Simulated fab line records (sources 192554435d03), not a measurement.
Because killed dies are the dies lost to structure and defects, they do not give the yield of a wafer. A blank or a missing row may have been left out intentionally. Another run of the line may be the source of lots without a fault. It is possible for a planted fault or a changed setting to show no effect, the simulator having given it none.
fab line records	flow n5_finfet	part 1 of 2: steps 1 to 19 of 28
record lots=5	wafers=15	last_day=18
route steps=1938 shown BEOL_M9@1410
lots with no fault: from the same line, run without faults
start_h: hours from the record's first day to the start of the lot's first wafer shown	wait_h: hours elapsed since this lot's preceding step	" the same as in the row above	L1.1+2: a row that stands for several wafers	- no value present, or no start provided	* or withheld: withheld	< > ~ a bound
route shown NAME@n: a module of which the file shows steps, and the number in the route of the first	usual: mean and standard deviation over wafers with no fault	same: alike in all rows	chamber/n: place in a boat	sites: the reading at each site	_std_site: standard deviation across them	_edge_site: inner sites' mean taken away from outer sites' mean	radius_mm: how far each site lies from the wafer's centre	mask NAME#n: copy n	behind: the most recent tool/chamber to have shaped the wafer	hold: cause of the lot's hold/its duration in hours/its outcome	device: names the non-switching transistor (n, p or np)	end of line: the route-end tests of the same wafers	a step with no rows: only its recipe	killed: count of dies lost to structure and defects at first sort (not the wafer's yield)	map: dies across one wafer; x = killed, . = not, _ = none there
set.NAME: the setting as run; set.NAME@STEP: as run at that earlier step	model.NAME: the simulator's own value behind a step, which no gauge read
lots seen at some steps along the route; tables by step, rows by wafer
services: from which hour (start_h, from the record's first day; less than 0 if before it) a tool's chamber was out of use, for how many hours, and why
## steps
# step N5_BEOL_M9_SOFTBAKE_06
# recipe temp_c=110	time_s=60	resist=CAR-ArF
# usual exhaust_pa=45.0/0.93
lot.wafer	tool	chamber	start_h	wait_h	exhaust_pa
L078.1	litho_track-01	0	-	-	45.8
L078.2	"	0	"	"	46.9
L078.4	"	0	"	"	46.8
L084.1	litho_track-01	0	-	-	44.3
L084.4	"	0	"	"	43.7
L084.5	"	0	"	"	44.7
L089.3	litho_track-04	0	-	-	44.6
L089.4	"	0	"	"	45.1
L089.6	"	0	"	"	44.9
L094.1	litho_track-04	0	-	-	43.6
L094.4	"	0	"	"	43.4
L094.6	"	0	"	"	43.8
L096.1	litho_track-04	0	-	-	45.9
L096.2	"	0	"	"	45.3
L096.6	"	0	"	"	43.9
# step N5_BEOL_M9_EXPOSE_08
# recipe mask_id=M9	na=1.35	source_shape=dipole	sigma_inner=0.411	sigma_outer=0.611	polarization=te	dose_mj=53.75
lot.wafer	tool	chamber	start_h	wait_h	mask
L078.1+2+4	arfi_scanner-01	0	215.14	-	M9#0
L084.1+4+5	arfi_scanner-01	0	264.20	-	M9#0
L089.3+4+6	arfi_scanner-03	0	302.12	-	M9#0
L094.1+4+6	arfi_scanner-02	0	334.12	-	M9#0
L096.1+2+6	arfi_scanner-02	0	362.31	-	M9#0
# step N5_BEOL_M9_PEB_09
# recipe peb_temp_c=withheld	peb_time_s=60	resist=CAR-ArF
# usual exhaust_pa=45.1/0.87
lot.wafer	tool	chamber	start_h	wait_h	exhaust_pa
L078.1	litho_track-01	0	215.20	0.1	45.4
L078.2	"	0	"	"	45.2
L078.4	"	0	"	"	45.3
L084.1	litho_track-04	0	264.26	0.1	45.9
L084.4	"	0	"	"	45.5
L084.5	"	0	"	"	45.4
L089.3	litho_track-01	0	302.17	0.0	45.6
L089.4	"	0	"	"	45.3
L089.6	"	0	"	"	46.6
L094.1	litho_track-04	0	334.18	0.1	44.5
L094.4	"	0	"	"	44.9
L094.6	"	0	"	"	47.3
L096.1	litho_track-04	0	362.37	0.1	46.1
L096.2	"	0	"	"	44.4
L096.6	"	0	"	"	44.4
# step N5_BEOL_M9_DEVELOP_10
# recipe develop_time_s=30	developer=TMAH	resist=CAR-ArF	rinse_liquid=diw	dry=air_spin	dev_temp_c=23
# usual exhaust_pa=45.2/0.83
lot.wafer	tool	chamber	start_h	wait_h	exhaust_pa
L078.1	litho_track-01	0	-	-	46.1
L078.2	"	0	"	"	46.8
L078.4	"	0	"	"	45.8
L084.1	litho_track-04	0	-	-	45.5
L084.4	"	0	"	"	44.3
L084.5	"	0	"	"	47.5
L089.3	litho_track-01	0	-	-	45.6
L089.4	"	0	"	"	44.7
L089.6	"	0	"	"	44.4
L094.1	litho_track-04	0	-	-	45.1
L094.4	"	0	"	"	44.6
L094.6	"	0	"	"	44.6
L096.1	litho_track-04	0	-	-	46.6
L096.2	"	0	"	"	46.7
L096.6	"	0	"	"	45.5
# step N5_BEOL_M9_CD_MEAS_11
# recipe target_cd_nm=64.1	landing_energy_ev=500	detector=se_inlens	polarity=opening
# usual cd_nm=64.2/0.39
lot.wafer	tool	chamber	start_h	wait_h	cd_nm
L078.1	cd_sem-01	0	215.27	-	64.3
L078.2	"	0	"	"	63.9
L078.4	"	0	"	"	63.8
L084.1	cd_sem-02	0	264.32	-	63.7
L084.4	"	0	"	"	63.9
L084.5	"	0	"	"	64.0
L089.3	cd_sem-01	0	302.23	-	63.9
L089.4	"	0	"	"	64.1
L089.6	"	0	"	"	64.2
L094.1	cd_sem-01	0	334.25	-	64.1
L094.4	"	0	"	"	63.9
L094.6	"	0	"	"	64.6
L096.1	cd_sem-01	0	362.43	-	64.1
L096.2	"	0	"	"	64.0
L096.6	"	0	"	"	63.9
# step N5_BEOL_M9_OVL_MEAS_12
# recipe points_per_wafer=44
# usual M9_OVL=0.4/0.77
lot.wafer	tool	chamber	start_h	wait_h	M9_OVL[nm]
L078.1	overlay-01	0	215.30	0.0	0.4
L078.2	"	0	"	"	0.4
L078.4	"	0	"	"	0.4
L084.1	overlay-01	0	264.35	0.0	1.4
L084.4	"	0	"	"	0.8
L084.5	"	0	"	"	0.3
L089.3	overlay-02	0	302.26	0.0	1.0
L089.4	"	0	"	"	0.8
L089.6	"	0	"	"	0.9
L094.1	overlay-02	0	334.28	0.0	0.1
L094.4	"	0	"	"	0.2
L094.6	"	0	"	"	0.5
L096.1	overlay-02	0	362.46	0.0	1.1
L096.2	"	0	"	"	1.1
L096.6	"	0	"	"	-0.7
# step N5_BEOL_M9_INSPECT_13
# recipe mode=adi	inspect_instrument=brightfield
# usual raw_defect_count=414/89
lot.wafer	tool	chamber	start_h	wait_h	raw_defect_count
L078.1	defect_inspect-02	-	215.33	0.0	412
L078.2	"	-	"	"	401
L078.4	"	-	"	"	430
L084.1	defect_inspect-01	-	264.38	0.0	562
L084.4	"	-	"	"	440
L084.5	"	-	"	"	487
L089.3	defect_inspect-01	-	302.29	0.0	274
L089.4	"	-	"	"	386
L089.6	"	-	"	"	351
L094.1	defect_inspect-02	-	334.30	0.0	329
L094.4	"	-	"	"	328
L094.6	"	-	"	"	292
L096.1	defect_inspect-02	-	362.49	0.0	471
L096.2	"	-	"	"	427
L096.6	"	-	"	"	440
# step N5_BEOL_M9_DESCUM_16
# recipe chemistry=O2	time_s=7.9	source_power_w=50	bias_power_w=20	pressure_mtorr=20	rf_frequency_hz=2.712e+07	temp_c=40	resist=CAR-ArF	o2_flow_sccm=225
# usual drypump_motor_current_A=5.7/0.41	oes_product_au=0.82/0.085	rf_fwd_power_W=49.33/0.26	rf_vpp_V=243.5/1.5	showerhead_plenum_p_Torr=2.11/0.08	temp_c=40.01/0.12	throttle_valve_pct=20.37/0.21
lot.wafer	tool	chamber	start_h	wait_h	drypump_motor_current_A	oes_product_au	rf_fwd_power_W	rf_hours_counter_h	rf_vpp_V	showerhead_plenum_p_Torr	temp_c	throttle_valve_pct
L078.1	rie_diel-01	3	215.38	0.1	5.4	0.86	49.29	57	243.8	2.12	40.07	20.39
L078.2	"	0	"	"	5.0	0.86	49.45	58	243.1	2.22	40.14	20.49
L078.4	"	0	"	"	5.1	0.86	49.45	-	245.8	2.22	40.12	20.48
L084.1	rie_diel-01	1	264.41	0.0	5.9	0.83	48.77	62	245.5	2.22	40.05	20.04
L084.4	"	3	"	"	5.4	0.84	49.35	75	243.6	2.12	39.74	20.40
L084.5	"	2	"	"	5.5	0.94	49.38	-	243.3	2.05	39.97	20.22
L089.3	rie_diel-04	1	302.32	0.0	5.7	0.80	49.22	108	244.9	2.03	39.91	20.19
L089.4	"	2	"	"	5.8	0.95	49.60	7	244.7	2.15	40.05	20.34
L089.6	"	3	"	"	6.5	0.69	49.49	-	241.8	1.98	39.84	20.57
L094.1	rie_diel-01	0	334.34	0.0	5.1	0.80	49.71	100	245.5	2.21	39.95	20.56
L094.4	"	3	"	"	5.4	0.81	49.26	-	242.7	2.11	39.98	20.45
L094.6	"	1	"	"	5.9	0.81	49.11	-	244.7	2.21	40.20	20.07
L096.1	rie_diel-03	1	362.71	0.2	5.9	0.80	49.19	99	243.9	2.11	40.07	20.45
L096.2	"	0	"	"	5.2	0.85	49.67	36	243.3	2.22	39.98	20.40
L096.6	"	1	"	"	5.9	0.79	49.18	-	243.0	2.11	40.16	20.44
# step N5_BEOL_M9_ETCH_61
# recipe chemistry=CF4	target=SiARC	target_depth_a=390	mask_material=CAR-ArF	time_s=65	ion_energy_ev=80	pressure_mtorr=40	source_w=545	bias_w=36	Ar_flow_sccm=100	cf4_flow_sccm=100	ends=cleared
# usual drypump_motor_current_A=5.7/0.41	etch_rf_on_time_s=64.6/1	oes_product_au=0.70/0.072	rf_fwd_power_W=538.0/2.7	rf_vpp_V=184.2/1.2	showerhead_plenum_p_Torr=2.16/0.076	throttle_valve_pct=15.54/0.22
lot.wafer	tool	chamber	start_h	wait_h	drypump_motor_current_A	etch_rf_on_time_s	oes_product_au	rf_fwd_power_W	rf_hours_counter_h	rf_vpp_V	showerhead_plenum_p_Torr	throttle_valve_pct
L078.1	rie_diel-01	3	215.41	0.0	5.4	62.5	0.74	537.5	57	185.4	2.17	15.50
L078.2	"	0	"	"	5.1	65.3	0.73	538.8	58	184.3	2.26	15.50
L078.4	"	0	"	"	5.1	65.7	0.72	538.9	-	185.6	2.26	15.51
L084.1	rie_diel-01	1	264.45	0.0	6.0	64.8	0.70	534.9	62	185.8	2.26	15.19
L084.4	"	3	"	"	5.4	62.3	0.72	535.4	75	185.6	2.17	15.55
L084.5	"	2	"	"	5.5	64.3	0.79	536.2	-	184.1	2.11	15.37
L089.3	rie_diel-04	1	302.35	0.0	5.7	66.0	0.67	535.6	108	182.2	2.07	15.36
L089.4	"	2	"	"	5.8	64.0	0.82	542.1	7	184.8	2.19	15.40
L089.6	"	3	"	"	6.5	65.0	0.59	538.5	-	181.7	2.03	15.77
L094.1	rie_diel-01	0	334.37	0.0	5.0	65.9	0.68	541.7	100	185.1	2.24	15.58
L094.4	"	3	"	"	5.4	62.8	0.69	537.9	-	183.4	2.16	15.61
L094.6	"	1	"	"	6.0	64.9	0.69	533.4	-	185.1	2.25	15.23
L096.1	rie_diel-03	1	362.75	0.0	5.9	64.8	0.68	537.5	99	184.0	2.16	15.58
L096.2	"	0	"	"	5.2	62.5	0.75	541.1	36	185.3	2.27	15.53
L096.6	"	1	"	"	5.9	64.5	0.69	535.9	-	184.9	2.16	15.58
# step N5_BEOL_M9_ETCH_62
# recipe chemistry=N2/H2	target=SOC	target_depth_a=1100	overetch_a=220	mask_material=SiARC	temp_c=40	time_s=165	ion_energy_ev=200	pressure_mtorr=30	source_w=840	bias_w=150	n2_flow_sccm=200	h2_flow_sccm=200
# usual drypump_motor_current_A=5.7/0.41	oes_product_au=0.69/0.069	rf_fwd_power_W=836.9/2.7	rf_vpp_V=524.4/2.9	showerhead_plenum_p_Torr=2.56/0.095	temp_c=39.99/0.12	throttle_valve_pct=17.74/0.21
lot.wafer	tool	chamber	start_h	wait_h	drypump_motor_current_A	oes_product_au	rf_fwd_power_W	rf_hours_counter_h	rf_vpp_V	showerhead_plenum_p_Torr	temp_c	throttle_valve_pct
L078.1	rie_diel-01	3	215.46	0.0	5.4	0.71	839.8	57	525.8	2.58	39.91	17.73
L078.2	"	0	"	"	5.1	0.72	842.3	58	528.7	2.69	39.98	17.90
L078.4	"	0	"	"	5.1	0.72	840.0	-	528.7	2.69	39.86	17.90
L084.1	rie_diel-01	1	264.50	0.0	6.0	0.70	834.8	62	527.4	2.69	39.86	17.36
L084.4	"	3	"	"	5.4	0.70	836.7	75	524.2	2.57	40.00	17.75
L084.5	"	2	"	"	5.6	0.79	835.3	-	520.6	2.50	40.07	17.65
L089.3	rie_diel-04	1	302.40	0.0	5.7	0.67	833.5	108	518.6	2.46	40.12	17.61
L089.4	"	2	"	"	5.8	0.80	839.6	7	527.2	2.60	39.96	17.57
L089.6	"	3	"	"	6.5	0.59	838.2	-	520.2	2.40	40.02	17.92
L094.1	rie_diel-01	0	334.42	0.0	5.1	0.68	840.4	101	527.4	2.67	39.93	17.98
L094.4	"	3	"	"	5.4	0.68	834.1	-	524.8	2.56	40.05	17.80
L094.6	"	1	"	"	6.0	0.68	836.7	-	526.9	2.68	39.85	17.40
L096.1	rie_diel-03	1	362.80	0.0	5.9	0.68	836.0	99	524.6	2.55	40.09	17.79
L096.2	"	0	"	"	5.2	0.72	838.0	36	526.9	2.71	40.13	17.73
L096.6	"	1	"	"	5.9	0.68	837.2	-	526.5	2.55	39.97	17.79
# step N5_BEOL_M9_STRIP_68
# recipe chemistry=N2/H2	temp_c=40	n2_flow_sccm=200	h2_flow_sccm=200	rf_frequency_hz=6e+07
lot.wafer	tool	chamber	start_h	wait_h
L078.1+2+4	rie_diel-01	3,0,0	215.60	0.1
L084.1+4+5	rie_diel-01	1,3,2	264.63	0.1
L089.3+4+6	rie_diel-04	1,2,3	302.54	0.1
L094.1+4+6	rie_diel-01	0,3,1	334.56	0.1
L096.1+2+6	rie_diel-03	1,0,1	362.93	0.1
# step N5_BEOL_M9_STRIP_67
# recipe chemistry=CF4	resist=SiARC	power_w=300	bias_power_w=75	pressure_mtorr=50	cf4_flow_sccm=150	rf_frequency_hz=6e+07
# usual drypump_motor_current_A=5.7/0.41	oes_product_au=0.81/0.081	rf_vpp_V=271.4/1.7	showerhead_plenum_p_Torr=1.81/0.062	throttle_valve_pct=13.50/0.23
lot.wafer	tool	chamber	start_h	wait_h	drypump_motor_current_A	oes_product_au	rf_hours_counter_h	rf_vpp_V	showerhead_plenum_p_Torr	throttle_valve_pct
L078.1	rie_diel-01	3	215.61	0.0	5.4	0.85	58	272.1	1.82	13.45
L078.2	"	0	"	"	5.1	0.85	58	274.5	1.89	13.45
L078.4	"	0	"	"	5.1	0.85	-	276.1	1.89	13.45
L084.1	rie_diel-01	1	264.64	0.0	6.0	0.82	62	273.4	1.89	13.19
L084.4	"	3	"	"	5.4	0.82	75	272.4	1.81	13.52
L084.5	"	2	"	"	5.6	0.92	-	271.2	1.76	13.28
L089.3	rie_diel-04	1	302.55	0.0	5.7	0.80	108	270.3	1.74	13.34
L089.4	"	2	"	"	5.8	0.94	7	271.7	1.83	13.36
L089.6	"	3	"	"	6.5	0.69	-	270.4	1.70	13.80
L094.1	rie_diel-01	0	334.57	0.0	5.1	0.81	101	274.2	1.87	13.53
L094.4	"	3	"	"	5.4	0.80	-	271.6	1.81	13.57
L094.6	"	1	"	"	6.0	0.80	-	272.4	1.88	13.23
L096.1	rie_diel-03	1	362.94	0.0	5.9	0.80	99	271.3	1.81	13.54
L096.2	"	0	"	"	5.3	0.86	36	273.1	1.90	13.48
L096.6	"	1	"	"	5.9	0.80	-	270.7	1.81	13.54
# step N5_BEOL_M9_HM_OPEN_17
# recipe chemistry=Cl2/BCl3	target_depth_a=200	overetch_a=60	target=TiN	mask_material=SOC	ion_energy_ev=150	pressure_mtorr=10	icp_w=1000	bias_w=126	Cl2_flow_sccm=53.25	bcl3_flow_sccm=21.75	Ar_flow_sccm=25
# usual drypump_motor_current_A=5.6/0.38	oes_product_au=0.68/0.055	rf_fwd_power_W=993/3.1	throttle_valve_pct=22.08/0.24
lot.wafer	tool	chamber	start_h	wait_h	drypump_motor_current_A	oes_product_au	rf_fwd_power_W	rf_hours_counter_h	throttle_valve_pct
L078.1	rie_metal-01	1	215.65	0.0	6.1	0.66	994	45	22.32
L078.2	"	0	"	"	5.3	0.74	989	13	21.98
L078.4	"	0	"	"	5.3	0.75	997	-	21.99
L084.1	rie_metal-01	0	264.69	0.0	5.3	0.73	991	18	21.99
L084.4	"	0	"	"	5.3	0.73	990	-	22.00
L084.5	"	0	"	"	5.3	0.73	987	-	22.01
L089.3	rie_metal-03	0	302.62	0.1	5.3	0.72	990	-	21.63
L089.4	"	1	"	"	5.9	0.64	992	-	22.13
L089.6	"	0	"	"	5.4	0.71	991	-	21.63
L094.1	rie_metal-01	1	334.61	0.0	6.1	0.64	995	57	22.34
L094.4	"	0	"	"	5.3	0.71	995	-	22.01
L094.6	"	1	"	"	6.1	0.64	994	-	22.35
L096.1	rie_metal-02	1	362.98	0.0	6.0	0.68	994	35	22.31
L096.2	"	0	"	"	5.0	0.80	992	2	22.02
L096.6	"	0	"	"	5.0	0.80	990	-	22.01
# step N5_BEOL_M9_STRIP_19
# recipe chemistry=O2	power_w=400	temp_c=40	pressure_mtorr=30	rf_frequency_hz=6e+07	bias_power_w=0	overash_fraction=0.2	o2_flow_sccm=225
# usual drypump_motor_current_A=5.6/0.43	oes_product_au=0.82/0.073	rf_vpp_V=3.7/0.6	showerhead_plenum_p_Torr=2.13/0.079	temp_c=39.99/0.11	throttle_valve_pct=16.64/0.2
lot.wafer	tool	chamber	start_h	wait_h	drypump_motor_current_A	oes_product_au	rf_hours_counter_h	rf_vpp_V	showerhead_plenum_p_Torr	temp_c	throttle_valve_pct
L078.1	rie_diel-01	1	215.81	0.1	5.9	0.86	43	5.0	2.23	40.06	16.28
L078.2	"	0	"	"	5.1	0.84	58	2.9	2.23	39.84	16.66
L078.4	"	3	"	"	5.4	0.86	-	4.7	2.13	40.07	16.61
L084.1	rie_diel-04	3	264.81	0.1	6.5	0.69	228	3.7	1.99	40.12	16.82
L084.4	"	3	"	"	6.4	0.70	-	3.4	1.99	39.98	16.82
L084.5	"	1	"	"	5.7	0.81	-	4.0	2.03	39.97	16.39
L089.3	rie_diel-01	0	302.96	0.3	5.1	0.82	86	3.1	2.22	40.00	16.71
L089.4	"	2	"	"	5.5	0.91	-	3.9	2.05	39.90	16.44
L089.6	"	0	"	"	5.1	0.83	-	4.0	2.22	40.27	16.72
L094.1	rie_diel-04	3	334.72	0.1	6.5	0.68	251	3.7	1.98	40.04	16.90
L094.4	"	0	"	"	5.8	0.88	-	3.6	2.13	40.03	16.44
L094.6	"	2	"	"	5.8	0.92	-	3.5	2.15	39.80	16.55
L096.1	rie_diel-03	1	363.09	0.1	5.9	0.81	99	3.2	2.12	40.14	16.65
L096.2	"	2	"	"	5.4	0.77	138	4.3	2.19	40.06	17.02
L096.6	"	3	"	"	4.8	0.79	-	4.9	2.02	40.01	16.89
# step N5_BEOL_M9_CD_MEAS_18
# recipe pitch_nm=140	target_cd_nm=70
# usual cd_nm=70.1/0.43
lot.wafer	tool	chamber	start_h	wait_h	cd_nm
L078.1	cd_sem-02	-	215.88	0.0	70.6
L078.2	"	-	"	"	70.2
L078.4	"	-	"	"	69.4
L084.1	cd_sem-03	-	264.88	0.0	69.0
L084.4	"	-	"	"	69.7
L084.5	"	-	"	"	70.1
L089.3	cd_sem-01	-	303.03	0.1	69.9
L089.4	"	-	"	"	70.3
L089.6	"	-	"	"	70.5
L094.1	cd_sem-03	-	334.79	0.0	70.0
L094.4	"	-	"	"	69.8
L094.6	"	-	"	"	70.4
L096.1	cd_sem-01	-	363.16	0.0	70.0
L096.2	"	-	"	"	70.0
L096.6	"	-	"	"	69.5
# step N5_BEOL_M9_COAT_63
# recipe resist=SOC	temp_c=250	time_s=60	spin_rpm=1500	resist_thk_nm=60
# usual exhaust_pa=45.0/0.91
lot.wafer	tool	chamber	start_h	wait_h	exhaust_pa
L078.1	litho_track-05	0	217.07	1.2	45.5
L078.2	"	0	"	"	43.9
L078.4	"	0	"	"	44.7
L084.1	litho_track-01	0	265.16	0.3	44.3
L084.4	"	0	"	"	44.7
L084.5	"	0	"	"	46.0
L089.3	litho_track-04	0	304.13	1.1	44.7
L089.4	"	0	"	"	44.8
L089.6	"	0	"	"	45.5
L094.1	litho_track-05	0	336.25	1.5	44.5
L094.4	"	0	"	"	44.3
L094.6	"	0	"	"	44.2
L096.1	litho_track-05	0	363.92	0.8	46.4
L096.2	"	0	"	"	44.0
L096.6	"	0	"	"	45.1
# step N5_BEOL_M9_COAT_64
# recipe resist=SiARC	temp_c=220	time_s=60	spin_rpm=1500	resist_thk_nm=12
# usual exhaust_pa=45.0/1
lot.wafer	tool	chamber	start_h	wait_h	exhaust_pa
L078.1	litho_track-05	0	-	-	43.8
L078.2	"	0	"	"	43.2
L078.4	"	0	"	"	45.0
L084.1	litho_track-01	0	-	-	45.8
L084.4	"	0	"	"	44.2
L084.5	"	0	"	"	45.6
L089.3	litho_track-04	0	-	-	46.0
L089.4	"	0	"	"	45.8
L089.6	"	0	"	"	47.8
L094.1	litho_track-05	0	-	-	43.9
L094.4	"	0	"	"	45.4
L094.6	"	0	"	"	43.2
L096.1	litho_track-05	0	-	-	45.2
L096.2	"	0	"	"	44.3
L096.6	"	0	"	"	44.0
# step N5_BEOL_M9_COAT_75
# recipe resist=underlayer	temp_c=205	time_s=60	spin_rpm=1500	resist_thk_nm=5
# usual exhaust_pa=45.0/0.96
lot.wafer	tool	chamber	start_h	wait_h	exhaust_pa
L078.1	litho_track-05	0	-	-	45.1
L078.2	"	0	"	"	44.8
L078.4	"	0	"	"	45.4
L084.1	litho_track-01	0	-	-	45.3
L084.4	"	0	"	"	45.6
L084.5	"	0	"	"	44.9
L089.3	litho_track-04	0	-	-	44.6
L089.4	"	0	"	"	45.1
L089.6	"	0	"	"	44.7
L094.1	litho_track-05	0	-	-	44.6
L094.4	"	0	"	"	45.3
L094.6	"	0	"	"	45.0
L096.1	litho_track-05	0	-	-	44.3
L096.2	"	0	"	"	44.7
L096.6	"	0	"	"	44.6
# step N5_BEOL_M9_COAT_22
# recipe resist=CAR-EUV	spin_rpm=1500	resist_thk_nm=30
# usual exhaust_pa=45.1/0.9
lot.wafer	tool	chamber	start_h	wait_h	exhaust_pa
L078.1	litho_track-05	0	-	-	45.3
L078.2	"	0	"	"	44.2
L078.4	"	0	"	"	46.0
L084.1	litho_track-01	0	-	-	46.0
L084.4	"	0	"	"	44.2
L084.5	"	0	"	"	45.7
L089.3	litho_track-04	0	-	-	45.1
L089.4	"	0	"	"	45.0
L089.6	"	0	"	"	44.3
L094.1	litho_track-05	0	-	-	44.1
L094.4	"	0	"	"	44.8
L094.6	"	0	"	"	44.8
L096.1	litho_track-05	0	-	-	45.0
L096.2	"	0	"	"	45.5
L096.6	"	0	"	"	44.4
